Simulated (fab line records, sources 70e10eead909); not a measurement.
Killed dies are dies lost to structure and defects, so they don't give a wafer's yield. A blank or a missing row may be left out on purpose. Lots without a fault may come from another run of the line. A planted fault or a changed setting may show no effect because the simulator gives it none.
Chamber matching | flow nand_harc | NHARC_A_STAIRCASE_TRIM_196 on rie_diel-09: 4 sister chambers
The step chemistry O2, time 211.2 s. 8 wafers are shown with their chamber, then 12 later ones without.

WAFERS WITH THEIR CHAMBER
wafer  | chamber | showerhead_plenum_p_Torr (Torr) | drypump_motor_current_A (A)
L089.3 | 0       | 3.34                            | 4.8
L089.6 | 1       | 3.80                            | 5.4
L091.1 | 1       | 3.79                            | 5.4
L091.3 | 3       | 3.54                            | 5.2
L091.4 | 0       | 3.34                            | 4.9
L093.1 | 2       | 3.54                            | 5.3
L093.2 | 3       | 3.53                            | 5.2
L093.5 | 2       | 3.54                            | 5.3

WAFERS WITHOUT THEIR CHAMBER
wafer  | showerhead_plenum_p_Torr (Torr) | drypump_motor_current_A (A)
L093.3 | 3.79                            | 5.4
L093.4 | 3.79                            | 5.4
L093.6 | 3.53                            | 5.3
L095.1 | 3.54                            | 5.3
L095.2 | 3.34                            | 4.8
L095.6 | 3.79                            | 5.4
L097.1 | 3.53                            | 5.3
L097.2 | 3.54                            | 5.3
L097.5 | 3.53                            | 5.2
L097.3 | 3.34                            | 4.9
L097.4 | 3.79                            | 5.4
L097.6 | 3.34                            | 4.8

WHICH CHAMBER EACH WENT THROUGH
wafer  | from the rows above     | in truth
L093.3 | 1                       | 1
L093.4 | 1                       | 1
L093.6 | can't be placed: 2 or 3 | 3
L095.1 | 2                       | 2
L095.2 | 0                       | 0
L095.6 | 1                       | 1
L097.1 | can't be placed: 2 or 3 | 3
L097.2 | 2                       | 2
L097.5 | 3                       | 3
L097.3 | 0                       | 0
L097.4 | 1                       | 1
L097.6 | 0                       | 0
Placed correctly: 10 of 12. Can't be placed from these rows: 2 (the true chamber is among the candidates in 2). Placed wrongly: 0.
How it was worked out, from the rows above alone: a wafer's distance from a chamber is the root of the sum, over the readings, of the square of ((its reading less the chamber's mean) divided by the reading's scatter). The wafer belongs to the nearest chamber; if the next one is less than 2 further off, it can't be placed. A chamber's mean is the mean of its shown wafers. The scatter: the root of (the sum of the squares of (reading less its chamber's mean) over the shown wafers, divided by (wafers less chambers)).
